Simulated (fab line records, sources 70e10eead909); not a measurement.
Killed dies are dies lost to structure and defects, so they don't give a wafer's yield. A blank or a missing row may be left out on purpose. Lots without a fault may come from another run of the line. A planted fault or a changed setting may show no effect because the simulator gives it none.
fab line records | flow nand_harc
record lots=5 wafers=15 last_day=32
route steps=1302 shown THIN_TSV@1261 END@1301
lots that met no fault: from a run of the same line without faults
start_h: hours from the record's first day to the start of the lot's first wafer shown | wait_h: hours since the lot's step before | " the same as in the row above | L1.1+2: a row that stands for several wafers | - no value, or no start given | * or withheld: withheld | < > ~ a bound
route shown NAME@n: a module of which the file shows steps, and the number in the route of the first | usual: mean/standard deviation of fault-free wafers | same: alike in all rows | chamber/n: place in a boat | sites: the reading at each site | _std_site: their standard deviation | _edge_site: outer sites' mean less inner sites' | radius_mm: how far each site lies from the wafer's centre | mask NAME#n: copy n | behind: the tool/chamber that last shaped the wafer | hold: why the lot was held/for how many hours/how that ended | device: the transistor (n, p or np) that didn't switch | end of line: the same wafers' tests at the end of the route | a step without rows: its recipe alone | killed: dies lost to structure and defects at the first sort, not the wafer's yield | map: a wafer's dies, x killed, . not, _ none there
set.NAME: the setting as run; set.NAME@STEP: as run at that earlier step | model.NAME: the simulator's own value behind a step, which no gauge read
lots at some steps of the route; a table a step, a row a wafer
services: from which hour (start_h, from the record's first day; less than 0 if before it) a tool's chamber was out of use, for how many hours, and why
## steps
# step NHARC_THIN_TSV_DESCUM_14
# recipe time_s=3 o2_flow_sccm=200 ar_flow_sccm=0 bias_power_w=0 chemistry=O2
# step NHARC_THIN_TSV_ETCH_44
# recipe target_depth_a=15942 time_s=797.1 cf4_flow_sccm=150 o2_flow_sccm=10 ar_flow_sccm=0 rf_w=300 bias_w=800 chemistry=CF4/O2
# step NHARC_THIN_TSV_ETCH_15
# recipe target_depth_a=30000 bosch_target_overetch_cycles=2 bosch_etch_step_s=2.8 bosch_dep_step_s=1.2 bosch_cycles=14
# step NHARC_THIN_TSV_CD_MEAS_16
# usual cd_nm=998.8/2
# columns lot.wafer tool chamber start_h wait_h cd_nm
L994.1 cd_sem-03 - 556.40 0.1 997.8
L994.2 " - " " 1000.6
L994.4 " - " " 997.7
L102.3 cd_sem-01 - 646.82 0.1 998.5
L102.5 " - " " 1001.8
L102.6 " - " " 997.7
L104.3 cd_sem-01 - 648.02 0.1 996.2
L104.4 " - " " 996.5
L104.5 " - " " 997.9
L105.1 cd_sem-02 - 666.60 0.1 998.6
L105.4 " - " " 999.4
L105.5 " - " " 995.9
L114.2 cd_sem-02 - 758.45 0.1 997.9
L114.3 " - " " 1001.6
L114.6 " - " " 1001.0
# step NHARC_THIN_TSV_STRIP_45
# recipe power_w=1500 temp_c=250 chemistry=O2
# step NHARC_THIN_TSV_STRIP_46
# recipe time_s=1200 temp_c=72.5 chemistry=post_etch_residue_remover
# step NHARC_THIN_TSV_DEP_47
# recipe target_thk_a=2000 temp_c=withheld pressure_torr=6.5 rf_w=900 teos_flow_sccm=161.4 flow_sccm=2650 target_thk_nm=200 gas=O2 material=SiO2
# step NHARC_THIN_TSV_ETCHBACK_48
# recipe target_depth_a=10285 over_etch_frac=0.3 time_s=405.17 ion_energy_ev=250 c4f8_flow_sccm=withheld ar_flow_sccm=withheld rf_w=600 bias_w=300 chemistry=C4F8/Ar
# step NHARC_THIN_TSV_STRIP_62
# recipe power_w=1500 temp_c=250 time_s=20 chemistry=N2/H2
# step NHARC_THIN_TSV_DEGAS_49
# recipe temp_c=300 time_s=120
# usual heater_power_w=451/40
# columns lot.wafer tool chamber start_h wait_h heater_power_w
L994.4 pvd_sputter-01 - 558.22 0.1 455
L994.1 " - " " 469
L994.2 " - " " 476
L102.3 pvd_sputter-02 - 648.64 0.1 462
L102.5 " - " " 430
L102.6 " - " " 356
L104.4 pvd_sputter-02 - 649.88 0.1 466
L104.3 " - " " 500
L104.5 " - " " 440
L105.1 pvd_sputter-02 - 668.40 0.1 453
L105.4 " - " " 441
L105.5 " - " " 453
L114.2 pvd_sputter-03 - 760.40 0.1 505
L114.3 " - " " 448
L114.6 " - " " 460
# step NHARC_THIN_TSV_PRE_CLEAN_50
# recipe time_s=30 temp_c=280 gas=H2/He
# usual heater_power_w=399/34
# columns lot.wafer tool chamber start_h wait_h heater_power_w
L994.2 pvd_sputter-01 - - - 400
L994.1 " - " " 421
L994.4 " - " " 419
L102.3 pvd_sputter-02 - - - 384
L102.5 " - " " 319
L102.6 " - " " 393
L104.4 pvd_sputter-02 - - - 444
L104.3 " - " " 310
L104.5 " - " " 427
L105.1 pvd_sputter-02 - - - 449
L105.4 " - " " 308
L105.5 " - " " 435
L114.3 pvd_sputter-03 - - - 389
L114.2 " - " " 394
L114.6 " - " " 403
# step NHARC_THIN_TSV_PVD_19
# recipe target_thk_a=200 chamber_pressure_pa=5 material=TaN
# step NHARC_THIN_TSV_PVD_51
# recipe target_thk_a=1000 chamber_pressure_pa=5 material=Cu
# usual throttle_valve_pct=29.7/1
# columns lot.wafer tool chamber start_h wait_h throttle_valve_pct
L994.2 pvd_sputter-01 - 558.48 - 29.5
L994.4 " - " " 29.9
L994.1 " - " " 30.1
L102.3 pvd_sputter-02 - 648.94 - 28.3
L102.5 " - " " 29.5
L102.6 " - " " 29.4
L104.3 pvd_sputter-02 - 650.15 - 29.5
L104.4 " - " " 28.5
L104.5 " - " " 28.3
L105.4 pvd_sputter-02 - 668.69 - 28.2
L105.1 " - " " 29.7
L105.5 " - " " 28.5
L114.2 pvd_sputter-03 - 760.70 - 32.2
L114.3 " - " " 31.8
L114.6 " - " " 28.9
# step NHARC_THIN_TSV_ECD_20
# recipe target_thk_a=20000 material=Cu
# step NHARC_THIN_TSV_ANNEAL_52
# recipe temp_c=225 time_s=90
# step NHARC_THIN_TSV_CMP_21
# recipe t_overpolish_s=30 target_thk_nm=2000
# step NHARC_THIN_TSV_SRD_23
# step NHARC_THIN_TSV_DEGAS_53
# recipe temp_c=300 time_s=60
# step NHARC_THIN_TSV_PRE_CLEAN_54
# recipe time_s=30 temp_c=280 gas=H2/He
# usual heater_power_w=400/32
# columns lot.wafer tool chamber start_h wait_h heater_power_w
L994.4 pvd_sputter-02 - 560.29 0.0 397
L994.2 " - " " 421
L994.1 " - " " 387
L102.3 pvd_sputter-01 - 650.73 0.1 428
L102.6 " - " " 413
L102.5 " - " " 410
L104.3 pvd_sputter-01 - 651.94 0.0 413
L104.4 " - " " 409
L104.5 " - " " 416
L105.1 pvd_sputter-03 - 670.47 0.1 363
L105.4 " - " " 396
L105.5 " - " " 377
L114.3 pvd_sputter-01 - 762.48 0.0 418
L114.2 " - " " 427
L114.6 " - " " 398
# step NHARC_THIN_TSV_PVD_55
# recipe target_thk_a=500 material=TiN
# step NHARC_THIN_TSV_PVD_24
# recipe target_thk_a=8000 power_w=withheld chamber_pressure_pa=withheld substrate_temp_c=withheld time_s=withheld gas=Ar material=Al
# step NHARC_THIN_TSV_DEHYDRATE_25
# recipe temp_c=150 time_s=120
# step NHARC_THIN_TSV_HMDS_26
# recipe time_s=30
# step NHARC_THIN_TSV_COAT_27
# recipe spin_rpm=*
# step NHARC_THIN_TSV_SOFTBAKE_28
# recipe temp_c=122 time_s=95
# step NHARC_THIN_TSV_EBR_29
# step NHARC_THIN_TSV_EXPOSE_30
# recipe na=0.55 dose_mj=11.47 mask_id=PAD
# step NHARC_THIN_TSV_PEB_31
# recipe peb_temp_c=118 peb_time_s=85
# step NHARC_THIN_TSV_DEVELOP_32
# recipe time_s=70
# step NHARC_THIN_TSV_CD_MEAS_33
# recipe target_cd_nm=5000 landing_energy_ev=500
# usual cd_nm=4999.7/2.2
# columns lot.wafer tool chamber start_h wait_h cd_nm
L994.1 cd_sem-02 0 561.36 - 5001.2
L994.2 " 0 " " 5000.9
L994.4 " 0 " " 4999.7
L102.3 cd_sem-03 0 651.79 - 5001.6
L102.5 " 0 " " 5001.1
L102.6 " 0 " " 4999.4
L104.3 cd_sem-03 0 652.89 - 5000.7
L104.4 " 0 " " 5002.3
L104.5 " 0 " " 5001.6
L105.1 cd_sem-01 0 671.53 - 5001.2
L105.4 " 0 " " 5001.1
L105.5 " 0 " " 4998.2
L114.2 cd_sem-03 0 763.54 - 5000.1
L114.3 " 0 " " 5002.1
L114.6 " 0 " " 5001.5
# step NHARC_THIN_TSV_HARDBAKE_34
# recipe temp_c=125 time_s=80
# step NHARC_THIN_TSV_DESCUM_35
# recipe time_s=3 o2_flow_sccm=200 ar_flow_sccm=0 bias_power_w=0 chemistry=O2
# step NHARC_THIN_TSV_ETCH_59
# recipe target_depth_a=8800 icp_w=900 bias_w=100 Cl2_flow_sccm=60 bcl3_flow_sccm=30 time_s=138.1 chemistry=Cl2/BCl3
# usual drypump_motor_current_A=5.9/0.48 he_backside_leak_sccm=3.40/0.22 oes_product_au=1.007/0.0089 throttle_valve_pct=22.264/0.0081
# columns lot.wafer tool chamber start_h wait_h drypump_motor_current_A he_backside_leak_sccm oes_product_au rf_hours_counter_h throttle_valve_pct
L994.1 rie_metal-03 0 561.64 0.1 5.8 3.51 1.015 0.5 22.268
L994.2 " 1 " " 6.1 3.24 1.016 0.5 22.254
L994.4 " 0 " " 5.7 3.59 1.010 - 22.265
L102.3 rie_metal-01 1 652.15 0.2 6.5 3.42 1.006 - 22.253
L102.6 " 1 " " 6.6 3.49 1.013 - 22.261
L102.5 " 0 " " 6.2 3.09 0.989 - 22.273
L104.4 rie_metal-03 0 653.25 0.2 5.8 3.56 1.024 - 22.264
L104.3 " 1 " " 6.1 3.17 1.009 - 22.251
L104.5 " 0 " " 5.8 3.62 1.012 - 22.277
L105.1 rie_metal-01 1 671.82 0.1 6.5 3.49 0.999 1.7 22.255
L105.4 " 1 " " 6.5 3.45 1.016 - 22.265
L105.5 " 0 " " 6.2 3.51 1.005 - 22.250
L114.2 rie_metal-03 0 763.83 0.1 5.8 3.39 0.994 1.0 22.250
L114.3 " 1 " " 6.1 3.12 0.998 - 22.263
L114.6 " 0 " " 5.8 3.48 0.990 - 22.257
# step NHARC_THIN_TSV_ETCH_36
# recipe target_depth_a=650 over_etch_frac=0.3 time_s=18.571 ion_energy_ev=150 chemistry=Cl2/BCl3
# usual drypump_motor_current_A=5.9/0.48 he_backside_leak_sccm=3.4/0.37 oes_product_au=1.006/0.0091
# columns lot.wafer tool chamber start_h wait_h drypump_motor_current_A he_backside_leak_sccm oes_product_au rf_hours_counter_h
L994.2 rie_metal-03 0 561.90 0.2 5.8 3.4 0.989 0.7
L994.1 " 1 " " 6.1 3.2 1.014 0.7
L994.4 " 0 " " 5.8 3.3 1.001 -
L102.3 rie_metal-01 0 652.35 0.2 6.2 3.3 0.998 -
L102.6 " 0 " " 6.2 3.3 0.997 -
L102.5 " 1 " " 6.6 3.4 1.016 -
L104.4 rie_metal-03 1 653.45 0.2 6.1 3.1 1.004 -
L104.3 " 0 " " 5.8 3.5 1.014 -
L104.5 " 0 " " 5.8 3.5 1.005 -
L105.1 rie_metal-01 0 672.08 0.2 6.2 3.4 0.999 1.8
L105.4 " 1 " " 6.6 3.4 1.020 -
L105.5 " 0 " " 6.2 3.3 0.999 -
L114.2 rie_metal-03 1 764.09 0.2 6.2 3.3 0.994 1.2
L114.3 " 1 " " 6.1 2.9 1.009 -
L114.6 " 0 " " 5.8 3.5 0.987 -
# step NHARC_THIN_TSV_STRIP_56
# recipe power_w=1500 temp_c=250 chemistry=O2
# step NHARC_THIN_TSV_STRIP_57
# recipe time_s=1200 temp_c=72.5 chemistry=post_etch_residue_remover
# step NHARC_THIN_TSV_CD_MEAS_37
# usual cd_nm=4999/3.1
# columns lot.wafer tool chamber start_h wait_h cd_nm
L994.1 cd_sem-02 - 562.79 - 4998
L994.2 " - " " 5002
L994.4 " - " " 4997
L102.3 cd_sem-01 - 653.23 - 5000
L102.5 " - " " 5002
L102.6 " - " " 4998
L104.3 cd_sem-01 - 654.35 - 4998
L104.4 " - " " 4999
L104.5 " - " " 5000
L105.1 cd_sem-03 - 672.98 - 5000
L105.4 " - " " 5001
L105.5 " - " " 4996
L114.2 cd_sem-02 - 764.98 - 4999
L114.3 " - " " 5004
L114.6 " - " " 5003
# step NHARC_THIN_TSV_ANNEAL_58
# recipe temp_c=400 time_s=1800
# step NHARC_THIN_TSV_INSPECT_40
# usual raw_defect_count=552/96
# columns lot.wafer tool chamber start_h wait_h raw_defect_count
L994.1 defect_inspect-02 - 567.39 0.4 584
L994.2 " - " " 499
L994.4 " - " " 570
L102.3 defect_inspect-01 - 657.81 0.4 674
L102.5 " - " " 539
L102.6 " - " " 712
L104.3 defect_inspect-02 - 657.81 0.4 537
L104.4 " - " " 344
L104.5 " - " " 501
L105.1 defect_inspect-02 - 678.39 0.4 569
L105.4 " - " " 497
L105.5 " - " " 626
L114.2 defect_inspect-02 - 768.21 0.4 503
L114.3 " - " " 573
L114.6 " - " " 539
# step NHARC_END_WLT_00
# usual VT_DECK1_BOTTOM=0.875/0.0076 VT_DECK1_BOTTOM_INNER=0.876/0.0078 VT_DECK1_MEDIAN_NEAR_BOTTOM=0.877/0.0079 VT_DECK1_MEDIAN_NEAR_BOTTOM_INNER=0.876/0.0074 VT_DECK1_MIDDLE=0.888/0.0075 VT_DECK1_MIDDLE_INNER=0.887/0.0084 VT_DECK1_TOP=0.898/0.0079 VT_DECK1_TOP_INNER=0.899/0.0082 VT_DECK2_BOTTOM=0.873/0.0065 VT_DECK2_BOTTOM_INNER=0.872/0.0069 VT_DECK2_MEDIAN_NEAR_BOTTOM=0.873/0.0071 VT_DECK2_MEDIAN_NEAR_BOTTOM_INNER=0.873/0.0075 VT_DECK2_MIDDLE=0.886/0.0064 VT_DECK2_MIDDLE_INNER=0.886/0.0064 VT_DECK2_TOP=0.897/0.0062 VT_DECK2_TOP_INNER=0.897/0.0061
# columns lot.wafer tool chamber start_h wait_h VT_DECK1_BOTTOM VT_DECK1_BOTTOM_INNER VT_DECK1_MEDIAN_NEAR_BOTTOM VT_DECK1_MEDIAN_NEAR_BOTTOM_INNER VT_DECK1_MIDDLE VT_DECK1_MIDDLE_INNER VT_DECK1_TOP VT_DECK1_TOP_INNER VT_DECK2_BOTTOM VT_DECK2_BOTTOM_INNER VT_DECK2_MEDIAN_NEAR_BOTTOM VT_DECK2_MEDIAN_NEAR_BOTTOM_INNER VT_DECK2_MIDDLE VT_DECK2_MIDDLE_INNER VT_DECK2_TOP VT_DECK2_TOP_INNER
L994.1 prober-01 - 567.43 0.0 0.889 0.883 0.897 0.883 0.896 0.893 0.905 0.902 0.871 0.863 0.870 0.873 0.881 0.887 0.896 0.891
L994.2 " - " " 0.883 0.886 0.882 0.871 0.894 0.898 0.911 0.905 0.869 0.868 0.871 0.874 0.888 0.880 0.898 0.899
L994.4 " - " " 0.881 0.888 0.883 0.887 0.903 0.901 0.901 0.907 0.874 0.866 0.867 0.859 0.881 0.875 0.893 0.889
L104.3 prober-01 - 658.85 1.0 0.881 0.874 0.874 0.877 0.879 0.885 0.895 0.892 0.875 0.870 0.870 0.871 0.884 0.885 0.890 0.903
L104.4 " - " " 0.873 0.874 0.870 0.874 0.879 0.877 0.896 0.894 0.863 0.874 0.871 0.872 0.887 0.882 0.898 0.896
L104.5 " - " " 0.876 0.878 0.877 0.874 0.883 0.893 0.899 0.900 0.870 0.869 0.871 0.869 0.879 0.888 0.893 0.892
L102.3 prober-02 - 658.88 1.1 0.881 0.879 0.880 0.878 0.884 0.890 0.898 0.891 0.886 0.877 0.882 0.879 0.890 0.897 0.903 0.902
L102.5 " - 659.88 2.1 0.873 0.871 0.863 0.872 0.880 0.885 0.889 0.889 0.879 0.883 0.893 0.886 0.890 0.892 0.906 0.912
L102.6 " - " " 0.882 0.873 0.880 0.875 0.888 0.883 0.891 0.893 0.873 0.871 0.880 0.886 0.895 0.895 0.901 0.901
L105.1 prober-02 - 678.45 0.1 0.871 0.866 0.869 0.870 0.881 0.884 0.890 0.903 0.878 0.875 0.884 0.875 0.898 0.887 0.902 0.900
L105.4 " - 679.93 1.5 0.869 0.872 0.870 0.875 0.887 0.879 0.896 0.900 0.878 0.887 0.887 0.878 0.894 0.900 0.899 0.905
L105.5 " - " " 0.874 0.866 0.871 0.872 0.887 0.882 0.891 0.897 0.884 0.876 0.877 0.885 0.890 0.888 0.902 0.900
L114.2 prober-02 - 771.90 3.7 0.869 0.868 0.868 0.862 0.882 0.881 0.900 0.903 0.877 0.870 0.874 0.878 0.882 0.889 0.892 0.898
L114.3 " - " " 0.874 0.874 0.878 0.872 0.880 0.887 0.898 0.901 0.868 0.868 0.866 0.866 0.890 0.884 0.904 0.896
L114.6 " - 773.90 5.7 0.868 0.878 0.880 0.877 0.892 0.888 0.897 0.903 0.868 0.867 0.868 0.875 0.877 0.880 0.896 0.904
# step NHARC_END_SORT_01
# recipe temp_c=25
# usual defect_limited_yield=91/3.5 killed_at_array=59/24 killed_at_other=0.7/1.2 killed_at_periphery=3.5/2.6 killed_dies=63/24 killed_open=3.2/2.1 killed_short=2.4/1.5
# same gross_dies=677
# columns lot.wafer tool chamber start_h wait_h defect_limited_yield[%] killed_at_array killed_at_other killed_at_periphery killed_dies killed_open killed_short
L994.1 prober-01 0 570.37 2.5 90 69 0 2 71 4 2
L994.2 prober-01 0 571.17 2.8 88 76 2 3 81 3 3
L994.4 prober-01 0 572.76 3.4 90 62 1 3 66 5 3
L102.3 prober-02 0 662.50 3.1 88 79 1 1 81 3 1
L102.5 prober-02 0 664.11 3.7 87 83 0 2 85 1 2
L102.6 prober-02 0 664.92 4.0 89 71 1 2 74 3 2
L105.1 prober-02 0 681.41 2.5 93 48 0 1 49 2 4
L105.4 prober-02 0 683.83 3.4 92 49 0 3 52 2 3
L105.5 prober-02 0 684.64 3.7 93 39 10 1 50 5 1
# killed by level:class
L994.1 A_CHANNEL_HOLE_D1:chamber_film_flake=27 A_CHANNEL_HOLE_D2:chamber_film_flake=27 A_CHANNEL_FILL_D1:chamber_film_flake=3 A_STAIRCASE:chamber_film_flake=3 A_CONTACT:chamber_film_flake=3 A_BLC:geometric_particle:open=2 P_CONTACT:geometric_particle:short=1 A_ONON_D2:geometric_particle:open=1
L994.2 A_CHANNEL_HOLE_D2:chamber_film_flake=34 A_CHANNEL_HOLE_D1:chamber_film_flake=32 A_BLC:geometric_particle:open=2 THIN_TSV:chamber_film_flake=2 A_STAIRCASE:chamber_film_flake=2 A_WL_FILL:chamber_film_flake=2 P_M1:geometric_particle:open=1 A_ONON_D1:geometric_particle:short=1
L994.4 A_CHANNEL_HOLE_D2:chamber_film_flake=24 A_CHANNEL_HOLE_D1:chamber_film_flake=23 A_STAIRCASE:chamber_film_flake=3 A_M0:geometric_particle:open=2 A_M1:geometric_particle:open=2 A_SGD_CUT:chamber_film_flake=2 A_WL_FILL:chamber_film_flake=2 P_M1:geometric_particle:short=1
L102.3 A_SLIT:chamber_film_flake=33 A_CHANNEL_HOLE_D1:chamber_film_flake=32 A_CHANNEL_HOLE_D2:chamber_film_flake=9 A_ONON_D2:geometric_particle:open=1 A_WL_FILL:geometric_particle:short=1 A_CONTACT:geometric_particle:open=1 A_M0:geometric_particle:open=1 P_ZERO_WELL:chamber_film_flake=1
L102.5 A_SLIT:chamber_film_flake=36 A_CHANNEL_HOLE_D1:chamber_film_flake=35 A_CHANNEL_HOLE_D2:chamber_film_flake=9 P_CONTACT:geometric_particle:open=1 A_CHANNEL_FILL_D1:geometric_particle:short=1 A_CONTACT:geometric_particle:short=1 P_ZERO_WELL:chamber_film_flake=1 A_CONTACT:chamber_film_flake=1
L102.6 A_CHANNEL_HOLE_D1:chamber_film_flake=29 A_SLIT:chamber_film_flake=25 A_CHANNEL_HOLE_D2:chamber_film_flake=8 A_WL_FILL:geometric_particle:open=2 A_CONTACT:chamber_film_flake=2 A_SOURCE_PLATE:geometric_particle:short=1 A_ONON_D2:geometric_particle:short=1 A_M1:geometric_particle:open=1
L105.1 A_SLIT:chamber_film_flake=33 A_CHANNEL_HOLE_D1:chamber_film_flake=5 A_CHANNEL_HOLE_D2:chamber_film_flake=2 A_STAIRCASE:chamber_film_flake=2 P_M1:geometric_particle:open=1 A_CHANNEL_HOLE_D1:geometric_particle:short=1 A_DECK1_JOINT:geometric_particle:short=1 A_ONON_D2:geometric_particle:open=1
L105.4 A_SLIT:chamber_film_flake=32 A_CHANNEL_HOLE_D1:chamber_film_flake=8 A_ONON_D1:geometric_particle:short=2 A_CHANNEL_HOLE_D2:chamber_film_flake=2 A_STAIRCASE:chamber_film_flake=2 P_GATE:geometric_particle:open=1 P_CONTACT:geometric_particle:open=1 A_CHANNEL_FILL_D1:geometric_particle:short=1
L105.5 A_SLIT:chamber_film_flake=20 THIN_TSV:area_pvd=10 A_CHANNEL_HOLE_D1:chamber_film_flake=4 A_CONTACT:chamber_film_flake=4 A_STAIRCASE:chamber_film_flake=3 A_DECK1_JOINT:chamber_film_flake=2 P_M2:geometric_particle:short=1 A_ONON_D1:geometric_particle:open=1
# map L105.4 (x killed, . not)
____________.____________
_________......._________
_______..........._______
______.............______
_____..............._____
____.......x.........____
____..xx.xx..........____
___...xx.xx....x......___
___....xxxxx..........___
__....x.xx.x...........__
__.....xxxxx...........__
_......xxxxx............_
_..x...xxxxx............_
_......xx..............._
_.........x............._
_.....x...x............._
x.........x..............
...x...x.................
.........................
.........................
......x..................
_......................._
_...............x......._
_......................._
_......................._
_.............x........._
__................x....__
__.....................__
___...............x...___
___...................___
____............x....____
____.................____
_____..............._____
______.......x....x______
_______..........._______
_________......._________
____________.____________
# map L102.5 (x killed, . not)
____________.____________
_________......._________
_______..........._______
______.............______
_____..............._____
____.................____
____.....xxx.x.......____
___...x.xxx...........___
___...xxxxx....x.x....___
__....xxxxx..x.xx.x....__
__....xxx.xx...xxx..x..__
_....xxxxxxxxxxxxxx....._
_.....xxxxxx..xxx..x...._
_....xxxxx...xxxxxxx...._
_.......x..x..xxx......._
_.....x...xx.x.x........_
.........x......xx.......
.........................
.........................
........................x
.........................
_......................._
_......................._
_........x.............._
_......................._
_......................._
__.....................__
__.....................__
___...................___
___.................x.___
____.................____
____.................____
_____..............._____
______.............______
_______..........._______
_________......._________
____________.____________
## services
# columns tool chamber start_h hours kind
pvd_sputter-03 - 548.06 16.0 repair
rie_metal-01 - 575.00 9.0 pm
rie_metal-01 0 575.00 9.0 vent_cycle
rie_metal-01 1 575.00 9.0 vent_cycle
rie_metal-01 0 584.00 - clean
rie_metal-01 1 584.00 - clean
pvd_sputter-01 - 584.92 10.0 pm
rie_metal-03 - 587.40 0.3 repair
pvd_sputter-03 - 595.16 2.0 repair
rie_metal-03 - 599.57 1.9 repair
rie_metal-03 0 623.49 12.6 repair
pvd_sputter-02 - 638.00 10.0 pm
rie_metal-03 0 681.65 10.5 repair
pvd_sputter-02 - 692.67 0.5 repair
pvd_sputter-01 - 695.70 0.7 repair
rie_metal-03 - 696.13 9.0 pm
rie_metal-03 0 696.13 9.0 vent_cycle
rie_metal-03 1 696.13 9.0 vent_cycle
pvd_sputter-03 - 704.02 10.0 pm
rie_metal-03 0 705.13 - clean
rie_metal-03 1 705.13 - clean
rie_metal-03 - 750.48 0.4 repair
rie_metal-01 - 752.00 9.0 pm
pvd_sputter-01 - 763.03 10.0 pm
## key
first_sign step=NHARC_END_SORT_01 reading=killed_at_other direction=up sigmas=7.7 usual=0.7 struck=10
effect none on later readings
met_at NHARC_THIN_TSV_PVD_51
struck_wafers L105.5
onset_between 650.15 668.69
fault kind=process_parameter_drift tool=pvd_sputter-02 chamber=- onset_h=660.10 steps=NHARC_THIN_TSV_PVD_51 channel=target_thk_a offset=* shape=step end_h=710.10 scope=struck_wafers_only acts_in=* stated=*
